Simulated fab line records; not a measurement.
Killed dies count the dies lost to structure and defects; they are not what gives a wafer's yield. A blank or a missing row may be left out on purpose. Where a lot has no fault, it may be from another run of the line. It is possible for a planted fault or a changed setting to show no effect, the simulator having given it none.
fab line records / flow n5_finfet
record lots=7 wafers=19 last_day=18
route steps=1938 shown BEOL_M8@1381 PASSIVATION@1936
lots that met no fault: taken from a fault-free run of the same line
start_h: hours from the record's first day to the start of the lot's first wafer shown / wait_h: hours elapsed since this lot's preceding step / " same as the row above / L1.1+2: one row covering several wafers at once / - no value, or no start was given / * or withheld: withheld / < > ~ a bound
route shown NAME@n: names a module that has steps shown in the file, with the first one's number in the route / usual: mean/standard deviation taken from wafers without a fault / same: alike in all rows / chamber/n: place in a boat / sites: the reading at each site / _std_site: how widely they spread, as a standard deviation / _edge_site: inner sites' mean taken away from outer sites' mean / radius_mm: for every site, how far away it sits from the centre of the wafer / mask NAME#n: copy n / behind: the tool/chamber that last shaped the wafer / hold: cause of the lot's hold/its duration in hours/its outcome / device: transistor that didn't switch, given as n, p or np / end of line: tests run on the same wafers once the route is complete / where a step has no rows: the recipe by itself / killed: at the first sort, the dies lost to defects and structure; wafer yield is something else / map: dies across one wafer; x = killed, . = not, _ = none there
set.NAME: setting as actually run; set.NAME@STEP: the setting as run at that earlier step / model.NAME: the simulator's own value behind a step, which no gauge read
a table for each step, a row for each wafer; lots at some steps of the route
services: the hour from which a tool's chamber was out of use, counted from the record's first day as start_h (under 0 if before that day), plus the number of hours and why
## steps
# step N5_BEOL_M8_HM_STRIP_39
# recipe chemistry=peroxide_tin_strip material=TiN target_depth_a=250 temp_c=50 time_s=158
# step N5_BEOL_M8_SRD_40
# recipe time_s=30 temp_c=23 rinse_liquid=diw dry=ipa_marangoni
# step N5_BEOL_M8_PRECLEAN_42
# recipe chemistry=residue_remover time_s=60 temp_c=40
# step N5_BEOL_M8_SRD_43
# recipe time_s=30 temp_c=23 rinse_liquid=diw dry=ipa_marangoni
# step N5_BEOL_M8_CD_MEAS_35
# recipe target_cd_nm=40 polarity=opening
# usual cd_nm=39.9/0.69
lot.wafer=L664.2 tool=cd_sem-01 chamber=- start_h=222.10 wait_h=0.0 cd_nm=41.2
lot.wafer=L664.3 tool=cd_sem-01 chamber=- start_h=222.10 wait_h=0.0 cd_nm=40.4
lot.wafer=L664.5 tool=cd_sem-01 chamber=- start_h=222.10 wait_h=0.0 cd_nm=40.0
lot.wafer=L668.1 tool=cd_sem-01 chamber=- start_h=256.40 wait_h=0.0 cd_nm=39.3
lot.wafer=L668.2 tool=cd_sem-01 chamber=- start_h=256.40 wait_h=0.0 cd_nm=40.3
lot.wafer=L668.3 tool=cd_sem-01 chamber=- start_h=256.40 wait_h=0.0 cd_nm=39.4
lot.wafer=L678.2 tool=cd_sem-03 chamber=- start_h=302.56 wait_h=0.0 cd_nm=40.2
lot.wafer=L678.5 tool=cd_sem-03 chamber=- start_h=302.56 wait_h=0.0 cd_nm=39.7
lot.wafer=L676.1 tool=cd_sem-01 chamber=- start_h=311.00 wait_h=0.0 cd_nm=40.5
lot.wafer=L676.2 tool=cd_sem-01 chamber=- start_h=311.00 wait_h=0.0 cd_nm=40.1
lot.wafer=L680.4 tool=cd_sem-02 chamber=- start_h=321.90 wait_h=0.0 cd_nm=40.7
lot.wafer=L680.5 tool=cd_sem-02 chamber=- start_h=321.90 wait_h=0.0 cd_nm=40.2
lot.wafer=L680.6 tool=cd_sem-02 chamber=- start_h=321.90 wait_h=0.0 cd_nm=40.7
lot.wafer=L682.1 tool=cd_sem-02 chamber=- start_h=343.02 wait_h=0.0 cd_nm=40.0
lot.wafer=L682.2 tool=cd_sem-02 chamber=- start_h=343.02 wait_h=0.0 cd_nm=39.1
lot.wafer=L682.5 tool=cd_sem-02 chamber=- start_h=343.02 wait_h=0.0 cd_nm=40.3
lot.wafer=L685.3 tool=cd_sem-01 chamber=- start_h=355.23 wait_h=0.0 cd_nm=40.8
lot.wafer=L685.4 tool=cd_sem-01 chamber=- start_h=355.23 wait_h=0.0 cd_nm=38.7
lot.wafer=L685.6 tool=cd_sem-01 chamber=- start_h=355.23 wait_h=0.0 cd_nm=38.9
# step N5_BEOL_M8_CURE_75
# recipe temp_c=370 time_s=120 ambient=DMADMS/He material=SiCOH_lowk
# step N5_BEOL_M8_DEGAS_44
# recipe ambient=vacuum temp_c=250 time_s=60
# usual heater_power_w=333/24
lot.wafer=L664.2 tool=pvd_sputter-03 chamber=- start_h=222.73 wait_h=0.5 heater_power_w=286
lot.wafer=L664.3 tool=pvd_sputter-03 chamber=- start_h=222.73 wait_h=0.5 heater_power_w=337
lot.wafer=L664.5 tool=pvd_sputter-03 chamber=- start_h=222.73 wait_h=0.5 heater_power_w=326
lot.wafer=L668.1 tool=pvd_sputter-03 chamber=- start_h=256.83 wait_h=0.3 heater_power_w=290
lot.wafer=L668.2 tool=pvd_sputter-03 chamber=- start_h=256.83 wait_h=0.3 heater_power_w=342
lot.wafer=L668.3 tool=pvd_sputter-03 chamber=- start_h=256.83 wait_h=0.3 heater_power_w=331
lot.wafer=L678.2 tool=pvd_sputter-01 chamber=- start_h=303.55 wait_h=0.8 heater_power_w=353
lot.wafer=L678.5 tool=pvd_sputter-01 chamber=- start_h=303.55 wait_h=0.8 heater_power_w=315
lot.wafer=L676.1 tool=pvd_sputter-02 chamber=- start_h=311.94 wait_h=0.8 heater_power_w=339
lot.wafer=L676.2 tool=pvd_sputter-02 chamber=- start_h=311.94 wait_h=0.8 heater_power_w=370
lot.wafer=L680.4 tool=pvd_sputter-03 chamber=- start_h=322.75 wait_h=0.4 heater_power_w=351
lot.wafer=L680.5 tool=pvd_sputter-03 chamber=- start_h=322.75 wait_h=0.4 heater_power_w=295
lot.wafer=L680.6 tool=pvd_sputter-03 chamber=- start_h=322.75 wait_h=0.4 heater_power_w=336
lot.wafer=L682.1 tool=pvd_sputter-02 chamber=- start_h=343.61 wait_h=0.5 heater_power_w=312
lot.wafer=L682.2 tool=pvd_sputter-02 chamber=- start_h=343.61 wait_h=0.5 heater_power_w=358
lot.wafer=L682.5 tool=pvd_sputter-02 chamber=- start_h=343.61 wait_h=0.5 heater_power_w=307
lot.wafer=L685.3 tool=pvd_sputter-03 chamber=- start_h=356.38 wait_h=1.0 heater_power_w=329
lot.wafer=L685.4 tool=pvd_sputter-03 chamber=- start_h=356.38 wait_h=1.0 heater_power_w=293
lot.wafer=L685.6 tool=pvd_sputter-03 chamber=- start_h=356.38 wait_h=1.0 heater_power_w=290
# step N5_BEOL_M8_PRE_CLEAN_45
# recipe gas=H2/He time_s=30 temp_c=250
# step N5_BEOL_M8_ALD_77
# recipe material=TaN target_thk_a=20 temp_c=275 ald_precursor_family=PDMAT ald_co_reactant=NH3 pressure_torr=3 carrier_flow_sccm=1500 pulse_time_s=2 purge_time_s=3 co_reactant_purge_time_s=2 co_reactant_pulse_time_s=3 ald_cycles=40 precursor_vessel_temp_c=75 precursor_vessel_pressure_torr=26.25 precursor_vessel_carrier_sccm=1000
# usual heater_power_w=426/48
# same co_reactant_pulse_time_s=3
lot.wafer=L664.2 tool=ald_metal-01 chamber=2 start_h=223.00 wait_h=0.2 heater_power_w=488
lot.wafer=L664.3 tool=ald_metal-01 chamber=3 start_h=223.00 wait_h=0.2 heater_power_w=437
lot.wafer=L664.5 tool=ald_metal-01 chamber=2 start_h=223.00 wait_h=0.2 heater_power_w=482
lot.wafer=L668.1 tool=ald_metal-01 chamber=0 start_h=256.93 wait_h=0.0 heater_power_w=373
lot.wafer=L668.2 tool=ald_metal-01 chamber=2 start_h=256.93 wait_h=0.0 heater_power_w=474
lot.wafer=L668.3 tool=ald_metal-01 chamber=3 start_h=256.93 wait_h=0.0 heater_power_w=431
lot.wafer=L678.2 tool=ald_metal-04 chamber=0 start_h=303.65 wait_h=0.0 heater_power_w=384
lot.wafer=L678.5 tool=ald_metal-04 chamber=0 start_h=303.65 wait_h=0.0 heater_power_w=394
lot.wafer=L676.1 tool=ald_metal-04 chamber=3 start_h=312.05 wait_h=0.0 heater_power_w=520
lot.wafer=L676.2 tool=ald_metal-04 chamber=1 start_h=312.05 wait_h=0.0 heater_power_w=443
lot.wafer=L680.4 tool=ald_metal-04 chamber=2 start_h=322.83 wait_h=0.0 heater_power_w=395
lot.wafer=L680.5 tool=ald_metal-04 chamber=2 start_h=322.83 wait_h=0.0 heater_power_w=383
lot.wafer=L680.6 tool=ald_metal-04 chamber=3 start_h=322.83 wait_h=0.0 heater_power_w=510
lot.wafer=L682.1 tool=ald_metal-04 chamber=2 start_h=343.71 wait_h=0.0 heater_power_w=402
lot.wafer=L682.2 tool=ald_metal-04 chamber=1 start_h=343.71 wait_h=0.0 heater_power_w=446
lot.wafer=L682.5 tool=ald_metal-04 chamber=0 start_h=343.71 wait_h=0.0 heater_power_w=390
lot.wafer=L685.3 tool=ald_metal-03 chamber=0 start_h=356.48 wait_h=0.0 heater_power_w=320
lot.wafer=L685.4 tool=ald_metal-03 chamber=1 start_h=356.48 wait_h=0.0 heater_power_w=380
lot.wafer=L685.6 tool=ald_metal-03 chamber=0 start_h=356.48 wait_h=0.0 heater_power_w=326
# step N5_BEOL_M8_SURFACE_TREAT_79
# recipe gas=Ar time_s=* ion_energy_ev=* ion_current_ma_cm2=0.5 pressure_mtorr=* ar_flow_sccm=30
# usual throttle_valve_pct=*
lot.wafer=L664.2 tool=pvd_sputter-02 chamber=- start_h=223.31 wait_h=0.2 throttle_valve_pct=*
lot.wafer=L664.3 tool=pvd_sputter-02 chamber=- start_h=223.31 wait_h=0.2 throttle_valve_pct=*
lot.wafer=L664.5 tool=pvd_sputter-02 chamber=- start_h=223.31 wait_h=0.2 throttle_valve_pct=*
lot.wafer=L668.1 tool=pvd_sputter-02 chamber=- start_h=257.28 wait_h=0.2 throttle_valve_pct=*
lot.wafer=L668.2 tool=pvd_sputter-02 chamber=- start_h=257.28 wait_h=0.2 throttle_valve_pct=*
lot.wafer=L668.3 tool=pvd_sputter-02 chamber=- start_h=257.28 wait_h=0.2 throttle_valve_pct=*
lot.wafer=L678.2 tool=pvd_sputter-03 chamber=- start_h=303.94 wait_h=0.2 throttle_valve_pct=*
lot.wafer=L678.5 tool=pvd_sputter-03 chamber=- start_h=303.94 wait_h=0.2 throttle_valve_pct=*
lot.wafer=L676.1 tool=pvd_sputter-03 chamber=- start_h=312.34 wait_h=0.2 throttle_valve_pct=*
lot.wafer=L676.2 tool=pvd_sputter-03 chamber=- start_h=312.34 wait_h=0.2 throttle_valve_pct=*
lot.wafer=L680.4 tool=pvd_sputter-03 chamber=- start_h=323.21 wait_h=0.2 throttle_valve_pct=*
lot.wafer=L680.5 tool=pvd_sputter-03 chamber=- start_h=323.21 wait_h=0.2 throttle_valve_pct=*
lot.wafer=L680.6 tool=pvd_sputter-03 chamber=- start_h=323.21 wait_h=0.2 throttle_valve_pct=*
lot.wafer=L682.1 tool=pvd_sputter-03 chamber=- start_h=345.18 wait_h=1.3 throttle_valve_pct=*
lot.wafer=L682.2 tool=pvd_sputter-03 chamber=- start_h=345.18 wait_h=1.3 throttle_valve_pct=*
lot.wafer=L682.5 tool=pvd_sputter-03 chamber=- start_h=345.18 wait_h=1.3 throttle_valve_pct=*
lot.wafer=L685.3 tool=pvd_sputter-03 chamber=- start_h=356.90 wait_h=0.3 throttle_valve_pct=*
lot.wafer=L685.4 tool=pvd_sputter-03 chamber=- start_h=356.90 wait_h=0.3 throttle_valve_pct=*
lot.wafer=L685.6 tool=pvd_sputter-03 chamber=- start_h=356.90 wait_h=0.3 throttle_valve_pct=*
# step N5_BEOL_M8_CVD_78
# recipe material=Co target_thk_a=20 temp_c=withheld precursor=CCTBA/H2 pressure_torr=30 time_s=142.3
# step N5_BEOL_M8_SPUTTER_48
# recipe material=Cu target_thk_a=100 temp_c=-20 bias_v=60 power_w=26000 chamber_pressure_pa=0.13 time_s=1.667
# usual throttle_valve_pct=29.8/0.82
lot.wafer=L664.2 tool=pvd_sputter-02 chamber=- start_h=223.81 wait_h=0.1 throttle_valve_pct=29.7
lot.wafer=L664.3 tool=pvd_sputter-02 chamber=- start_h=223.81 wait_h=0.1 throttle_valve_pct=30.3
lot.wafer=L664.5 tool=pvd_sputter-02 chamber=- start_h=223.81 wait_h=0.1 throttle_valve_pct=30.6
lot.wafer=L668.1 tool=pvd_sputter-03 chamber=- start_h=257.65 wait_h=0.2 throttle_valve_pct=30.7
lot.wafer=L668.2 tool=pvd_sputter-03 chamber=- start_h=257.65 wait_h=0.2 throttle_valve_pct=29.3
lot.wafer=L668.3 tool=pvd_sputter-03 chamber=- start_h=257.65 wait_h=0.2 throttle_valve_pct=30.5
lot.wafer=L678.2 tool=pvd_sputter-03 chamber=- start_h=304.24 wait_h=0.2 throttle_valve_pct=29.2
lot.wafer=L678.5 tool=pvd_sputter-03 chamber=- start_h=304.24 wait_h=0.2 throttle_valve_pct=30.3
lot.wafer=L676.1 tool=pvd_sputter-02 chamber=- start_h=312.80 wait_h=0.1 throttle_valve_pct=30.3
lot.wafer=L676.2 tool=pvd_sputter-02 chamber=- start_h=312.80 wait_h=0.1 throttle_valve_pct=29.8
lot.wafer=L680.4 tool=pvd_sputter-03 chamber=- start_h=323.53 wait_h=0.2 throttle_valve_pct=30.3
lot.wafer=L680.5 tool=pvd_sputter-03 chamber=- start_h=323.53 wait_h=0.2 throttle_valve_pct=31.0
lot.wafer=L680.6 tool=pvd_sputter-03 chamber=- start_h=323.53 wait_h=0.2 throttle_valve_pct=28.6
lot.wafer=L682.1 tool=pvd_sputter-03 chamber=- start_h=345.40 wait_h=0.1 throttle_valve_pct=28.3
lot.wafer=L682.2 tool=pvd_sputter-03 chamber=- start_h=345.40 wait_h=0.1 throttle_valve_pct=29.2
lot.wafer=L682.5 tool=pvd_sputter-03 chamber=- start_h=345.40 wait_h=0.1 throttle_valve_pct=30.2
lot.wafer=L685.3 tool=pvd_sputter-02 chamber=- start_h=357.10 wait_h=0.1 throttle_valve_pct=30.0
lot.wafer=L685.4 tool=pvd_sputter-02 chamber=- start_h=357.10 wait_h=0.1 throttle_valve_pct=30.7
lot.wafer=L685.6 tool=pvd_sputter-02 chamber=- start_h=357.10 wait_h=0.1 throttle_valve_pct=29.4
# step N5_BEOL_M8_ECD_50
# recipe material=Cu target_thk_a=3000
lot.wafer=L664.2 tool=ecd_cu-01 chamber=1 start_h=223.94 wait_h=0.1 model.Cu_of_BEOL_M8_ECD_50.thk_nm=303.2
lot.wafer=L664.3 tool=ecd_cu-01 chamber=0 start_h=223.94 wait_h=0.1 model.Cu_of_BEOL_M8_ECD_50.thk_nm=298.2
lot.wafer=L664.5 tool=ecd_cu-01 chamber=1 start_h=223.94 wait_h=0.1 model.Cu_of_BEOL_M8_ECD_50.thk_nm=304
lot.wafer=L668.1 tool=ecd_cu-02 chamber=1 start_h=257.77 wait_h=0.1 model.Cu_of_BEOL_M8_ECD_50.thk_nm=300
lot.wafer=L668.2 tool=ecd_cu-02 chamber=0 start_h=257.77 wait_h=0.1 model.Cu_of_BEOL_M8_ECD_50.thk_nm=303
lot.wafer=L668.3 tool=ecd_cu-02 chamber=0 start_h=257.77 wait_h=0.1 model.Cu_of_BEOL_M8_ECD_50.thk_nm=303.2
lot.wafer=L678.2 tool=ecd_cu-02 chamber=1 start_h=304.36 wait_h=0.1 model.Cu_of_BEOL_M8_ECD_50.thk_nm=183.8
lot.wafer=L678.5 tool=ecd_cu-02 chamber=0 start_h=304.36 wait_h=0.1 model.Cu_of_BEOL_M8_ECD_50.thk_nm=192
lot.wafer=L676.1 tool=ecd_cu-02 chamber=1 start_h=312.92 wait_h=0.1 model.Cu_of_BEOL_M8_ECD_50.thk_nm=301.8
lot.wafer=L676.2 tool=ecd_cu-02 chamber=0 start_h=312.92 wait_h=0.1 model.Cu_of_BEOL_M8_ECD_50.thk_nm=187.6
lot.wafer=L680.4 tool=ecd_cu-02 chamber=0 start_h=323.63 wait_h=0.1 model.Cu_of_BEOL_M8_ECD_50.thk_nm=301
lot.wafer=L680.5 tool=ecd_cu-02 chamber=0 start_h=323.63 wait_h=0.1 model.Cu_of_BEOL_M8_ECD_50.thk_nm=186.2
lot.wafer=L680.6 tool=ecd_cu-02 chamber=1 start_h=323.63 wait_h=0.1 model.Cu_of_BEOL_M8_ECD_50.thk_nm=296.6
lot.wafer=L682.1 tool=ecd_cu-01 chamber=1 start_h=345.52 wait_h=0.1 model.Cu_of_BEOL_M8_ECD_50.thk_nm=300.2
lot.wafer=L682.2 tool=ecd_cu-01 chamber=0 start_h=345.52 wait_h=0.1 model.Cu_of_BEOL_M8_ECD_50.thk_nm=298.2
lot.wafer=L682.5 tool=ecd_cu-01 chamber=0 start_h=345.52 wait_h=0.1 model.Cu_of_BEOL_M8_ECD_50.thk_nm=299.6
lot.wafer=L685.3 tool=ecd_cu-01 chamber=1 start_h=357.24 wait_h=0.1 model.Cu_of_BEOL_M8_ECD_50.thk_nm=301.2
lot.wafer=L685.4 tool=ecd_cu-01 chamber=0 start_h=357.24 wait_h=0.1 model.Cu_of_BEOL_M8_ECD_50.thk_nm=298.2
lot.wafer=L685.6 tool=ecd_cu-01 chamber=0 start_h=357.24 wait_h=0.1 model.Cu_of_BEOL_M8_ECD_50.thk_nm=298.6
# step N5_BEOL_M8_ANNEAL_51
# recipe temp_c=225 time_s=90 ambient=N2
# usual anneal_temp_c_max=226.16/0.29 wafer_temp_C_max=225.9/0.43
lot.wafer=L664.2 tool=rtp_anneal-02 chamber=0 start_h=224.39 wait_h=0.4 anneal_temp_c_max=225.98 wafer_temp_C_max=225.7
lot.wafer=L664.3 tool=rtp_anneal-02 chamber=0 start_h=224.39 wait_h=0.4 anneal_temp_c_max=226.08 wafer_temp_C_max=225.5
lot.wafer=L664.5 tool=rtp_anneal-02 chamber=0 start_h=224.39 wait_h=0.4 anneal_temp_c_max=225.93 wafer_temp_C_max=225.6
lot.wafer=L668.1 tool=rtp_anneal-02 chamber=0 start_h=257.96 wait_h=0.2 anneal_temp_c_max=226.02 wafer_temp_C_max=225.4
lot.wafer=L668.2 tool=rtp_anneal-02 chamber=0 start_h=257.96 wait_h=0.2 anneal_temp_c_max=225.97 wafer_temp_C_max=225.4
lot.wafer=L668.3 tool=rtp_anneal-02 chamber=0 start_h=257.96 wait_h=0.2 anneal_temp_c_max=226.24 wafer_temp_C_max=225.5
lot.wafer=L678.2 tool=rtp_anneal-02 chamber=0 start_h=304.50 wait_h=0.1 anneal_temp_c_max=226.32 wafer_temp_C_max=225.6
lot.wafer=L678.5 tool=rtp_anneal-02 chamber=0 start_h=304.50 wait_h=0.1 anneal_temp_c_max=226.12 wafer_temp_C_max=225.4
lot.wafer=L676.1 tool=rtp_anneal-02 chamber=0 start_h=313.16 wait_h=0.2 anneal_temp_c_max=226.16 wafer_temp_C_max=225.7
lot.wafer=L676.2 tool=rtp_anneal-02 chamber=0 start_h=313.16 wait_h=0.2 anneal_temp_c_max=226.35 wafer_temp_C_max=225.6
lot.wafer=L680.4 tool=rtp_anneal-01 chamber=0 start_h=323.83 wait_h=0.2 anneal_temp_c_max=226.03 wafer_temp_C_max=226.4
lot.wafer=L680.5 tool=rtp_anneal-01 chamber=0 start_h=323.83 wait_h=0.2 anneal_temp_c_max=226.20 wafer_temp_C_max=226.3
lot.wafer=L680.6 tool=rtp_anneal-01 chamber=0 start_h=323.83 wait_h=0.2 anneal_temp_c_max=226.57 wafer_temp_C_max=226.4
lot.wafer=L682.1 tool=rtp_anneal-01 chamber=0 start_h=345.61 wait_h=0.1 anneal_temp_c_max=226.04 wafer_temp_C_max=226.3
lot.wafer=L682.2 tool=rtp_anneal-01 chamber=0 start_h=345.61 wait_h=0.1 anneal_temp_c_max=226.84 wafer_temp_C_max=226.4
lot.wafer=L682.5 tool=rtp_anneal-01 chamber=0 start_h=345.61 wait_h=0.1 anneal_temp_c_max=226.38 wafer_temp_C_max=226.2
lot.wafer=L685.3 tool=rtp_anneal-02 chamber=0 start_h=357.42 wait_h=0.2 anneal_temp_c_max=226.26 wafer_temp_C_max=225.2
lot.wafer=L685.4 tool=rtp_anneal-02 chamber=0 start_h=357.42 wait_h=0.2 anneal_temp_c_max=225.87 wafer_temp_C_max=225.3
lot.wafer=L685.6 tool=rtp_anneal-02 chamber=0 start_h=357.42 wait_h=0.2 anneal_temp_c_max=225.83 wafer_temp_C_max=225.3
# step N5_BEOL_M8_CMP_52
# recipe stop_on=SiCOH_lowk t_overpolish_s=6.9 down_force_psi=1 platen_rpm=50 clearing_platen_down_force_psi=1.5 clearing_platen_rpm=50 post_cmp_clean=cu_alkaline target_thk_nm=80 clearing_platen_pad_velocity_m_s=0.99484 pad_velocity_m_s=0.99484
# usual motor_current_A=5.9/0.76 time_to_endpoint_s=61/3.9
lot.wafer=L664.3 tool=cmp-04 chamber=0 start_h=224.69 wait_h=0.2 motor_current_A=6.3 time_to_endpoint_s=64
lot.wafer=L664.2 tool=cmp-04 chamber=2 start_h=224.69 wait_h=0.2 motor_current_A=5.7 time_to_endpoint_s=61
lot.wafer=L664.5 tool=cmp-04 chamber=3 start_h=224.69 wait_h=0.2 motor_current_A=6.2 time_to_endpoint_s=57
lot.wafer=L668.1 tool=cmp-01 chamber=2 start_h=258.26 wait_h=0.3 motor_current_A=4.8 time_to_endpoint_s=58
lot.wafer=L668.2 tool=cmp-01 chamber=0 start_h=258.26 wait_h=0.3 motor_current_A=6.1 time_to_endpoint_s=66
lot.wafer=L668.3 tool=cmp-01 chamber=1 start_h=258.26 wait_h=0.3 motor_current_A=6.4 time_to_endpoint_s=61
lot.wafer=L678.2 tool=cmp-04 chamber=1 start_h=304.83 wait_h=0.3 motor_current_A=4.5 time_to_endpoint_s=34
lot.wafer=L678.5 tool=cmp-04 chamber=0 start_h=304.83 wait_h=0.3 motor_current_A=5.7 time_to_endpoint_s=39
lot.wafer=L676.2 tool=cmp-04 chamber=0 start_h=313.49 wait_h=0.2 motor_current_A=6.1 time_to_endpoint_s=39
lot.wafer=L676.1 tool=cmp-04 chamber=2 start_h=313.49 wait_h=0.2 motor_current_A=5.7 time_to_endpoint_s=58
lot.wafer=L680.4 tool=cmp-03 chamber=0 start_h=324.03 wait_h=0.2 motor_current_A=7.9 time_to_endpoint_s=61
lot.wafer=L680.6 tool=cmp-03 chamber=3 start_h=324.03 wait_h=0.2 motor_current_A=5.7 time_to_endpoint_s=63
lot.wafer=L680.5 tool=cmp-03 chamber=0 start_h=324.03 wait_h=0.2 motor_current_A=7.4 time_to_endpoint_s=41
lot.wafer=L682.1 tool=cmp-04 chamber=0 start_h=345.98 wait_h=0.3 motor_current_A=6.0 time_to_endpoint_s=65
lot.wafer=L682.2 tool=cmp-04 chamber=1 start_h=345.98 wait_h=0.3 motor_current_A=4.6 time_to_endpoint_s=68
lot.wafer=L682.5 tool=cmp-04 chamber=2 start_h=345.98 wait_h=0.3 motor_current_A=5.5 time_to_endpoint_s=59
lot.wafer=L685.4 tool=cmp-03 chamber=3 start_h=357.62 wait_h=0.1 motor_current_A=5.6 time_to_endpoint_s=64
lot.wafer=L685.3 tool=cmp-03 chamber=1 start_h=357.62 wait_h=0.1 motor_current_A=5.7 time_to_endpoint_s=63
lot.wafer=L685.6 tool=cmp-03 chamber=3 start_h=357.62 wait_h=0.1 motor_current_A=5.6 time_to_endpoint_s=68
# step N5_BEOL_M8_THK_MEAS_53
# recipe thk_meas_gauge=xrf reads=Cu_of_BEOL_M8_ECD_50
# usual M8_THK=78.8/2.4
lot.wafer=L664.2 tool=film_metro-02 chamber=- start_h=224.95 wait_h=- M8_THK[nm]=77.1
lot.wafer=L664.3 tool=film_metro-02 chamber=- start_h=224.95 wait_h=- M8_THK[nm]=78.8
lot.wafer=L664.5 tool=film_metro-02 chamber=- start_h=224.95 wait_h=- M8_THK[nm]=77.3
lot.wafer=L668.1 tool=film_metro-01 chamber=- start_h=258.55 wait_h=- M8_THK[nm]=79.8
lot.wafer=L668.2 tool=film_metro-01 chamber=- start_h=258.55 wait_h=- M8_THK[nm]=84.1
lot.wafer=L668.3 tool=film_metro-01 chamber=- start_h=258.55 wait_h=- M8_THK[nm]=79.9
lot.wafer=L678.2 tool=film_metro-01 chamber=- start_h=305.04 wait_h=- M8_THK[nm]=83.0
lot.wafer=L678.5 tool=film_metro-01 chamber=- start_h=305.04 wait_h=- M8_THK[nm]=78.5
lot.wafer=L676.1 tool=film_metro-02 chamber=- start_h=313.75 wait_h=- M8_THK[nm]=79.6
lot.wafer=L676.2 tool=film_metro-02 chamber=- start_h=313.75 wait_h=- M8_THK[nm]=74.9
lot.wafer=L680.4 tool=film_metro-01 chamber=- start_h=324.29 wait_h=- M8_THK[nm]=77.5
lot.wafer=L680.5 tool=film_metro-01 chamber=- start_h=324.29 wait_h=- M8_THK[nm]=79.0
lot.wafer=L680.6 tool=film_metro-01 chamber=- start_h=324.29 wait_h=- M8_THK[nm]=77.7
lot.wafer=L682.1 tool=film_metro-01 chamber=- start_h=346.20 wait_h=- M8_THK[nm]=79.0
lot.wafer=L682.2 tool=film_metro-01 chamber=- start_h=346.20 wait_h=- M8_THK[nm]=80.4
lot.wafer=L682.5 tool=film_metro-01 chamber=- start_h=346.20 wait_h=- M8_THK[nm]=76.6
lot.wafer=L685.3 tool=film_metro-01 chamber=- start_h=357.92 wait_h=- M8_THK[nm]=75.7
lot.wafer=L685.4 tool=film_metro-01 chamber=- start_h=357.92 wait_h=- M8_THK[nm]=80.8
lot.wafer=L685.6 tool=film_metro-01 chamber=- start_h=357.92 wait_h=- M8_THK[nm]=82.3
# step N5_PASSIVATION_PROBE_49
# usual defect_limited_yield=91.7/1.4 killed_at_M0_to_M3=31/11 killed_at_M4_up=13/4.6 killed_at_contacts=13/6.7 killed_at_front_end=39/9.6 killed_at_other=3.5/2.8 killed_dies=98/16 killed_open=64/11 killed_short=33/8.5 sort_bin_4_leakage=0.00/0.032 sort_bin_5_function=4.9/0.96 sort_bin_6_memory=3.1/0.59 sort_bin_8_speed=0.2/1.3 sort_n_pass=1080/23 sort_yield_pct=91.5/1.9
# same gross_dies=1180 killed_at_back_side=0
lot.wafer=L676.1 tool=prober-01 chamber=- start_h=377.94 wait_h=0.0 defect_limited_yield[%]=91.9 killed_at_M0_to_M3=31 killed_at_M4_up=13 killed_at_contacts=15 killed_at_front_end=33 killed_at_other=4 killed_dies=96 killed_open=65 killed_short=31 sort_bin_4_leakage[%]=0 sort_bin_5_function[%]=4.4 sort_bin_6_memory[%]=3.4 sort_bin_8_speed[%]=0 sort_n_pass=1084 sort_yield_pct[%]=91.9
# killed by level:class
L676.1 BEOL_M2:geometric_particle:open=16 MOL_CONTACT_COAG:geometric_particle:open=14 FIN_SAQP:geometric_particle:open=7 FIN_SAQP:geometric_particle:short=6 DUMMY_GATE:geometric_particle:open=6 BEOL_M4:geometric_particle:open=6 GATE_CUT:geometric_particle:short=5 BEOL_M0_SAQP:geometric_particle:short=5
## services
tool=ald_metal-03 chamber=- start_h=209.59 hours=8.7 kind=pm
tool=cmp-01 chamber=- start_h=213.14 hours=15.0 kind=pm
tool=ald_metal-04 chamber=- start_h=214.73 hours=0.4 kind=repair
tool=ald_metal-04 chamber=- start_h=220.14 hours=1.1 kind=repair
tool=cmp-01 chamber=- start_h=241.18 hours=2.2 kind=pm
tool=cmp-01 chamber=- start_h=243.90 hours=4.0 kind=pm
tool=ecd_cu-02 chamber=- start_h=246.25 hours=6.3 kind=pm
tool=cmp-01 chamber=- start_h=247.90 hours=- kind=consumable_replace:conditioner
tool=cmp-04 chamber=- start_h=248.72 hours=3.4 kind=repair
tool=cmp-01 chamber=- start_h=260.80 hours=0.8 kind=repair
tool=cmp-04 chamber=- start_h=269.35 hours=4.0 kind=pm
tool=cmp-04 chamber=- start_h=273.35 hours=- kind=consumable_replace:conditioner
tool=cmp-04 chamber=- start_h=273.35 hours=- kind=consumable_replace:pad
tool=cmp-03 chamber=- start_h=281.13 hours=8.0 kind=repair
tool=ecd_cu-01 chamber=- start_h=283.45 hours=1.3 kind=repair
tool=cmp-04 chamber=- start_h=284.46 hours=6.0 kind=pm
tool=ald_metal-01 chamber=3 start_h=296.75 hours=5.8 kind=repair
tool=ald_metal-01 chamber=- start_h=297.32 hours=14.6 kind=pm
tool=ald_metal-01 chamber=- start_h=312.85 hours=8.7 kind=pm
tool=ald_metal-01 chamber=- start_h=324.97 hours=6.0 kind=pm
tool=cmp-04 chamber=- start_h=330.87 hours=1.7 kind=repair
tool=ald_metal-01 chamber=0 start_h=334.53 hours=45.8 kind=repair
tool=ald_metal-03 chamber=- start_h=337.25 hours=14.0 kind=pm
tool=cmp-03 chamber=- start_h=350.24 hours=3.0 kind=pm
## key
first_sign step=N5_BEOL_M8_CMP_52 reading=time_to_endpoint_s direction=down sigmas=5.8 usual=* struck=*
effect none on later readings
model_effect step=N5_BEOL_M8_ECD_50 value=Cu_of_BEOL_M8_ECD_50.thk_nm without=301.5 struck=187.4
met_at N5_BEOL_M8_ECD_50
struck_wafers L676.2,L678.2,L678.5,L680.5
onset_between 257.77 304.36
fault kind=process_parameter_drift tool=ecd_cu-02 chamber=- onset_h=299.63 steps=N5_BEOL_M8_ECD_50 channel=target_thk_a offset=* shape=step end_h=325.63 scope=struck_wafers_only acts_in=* stated=*
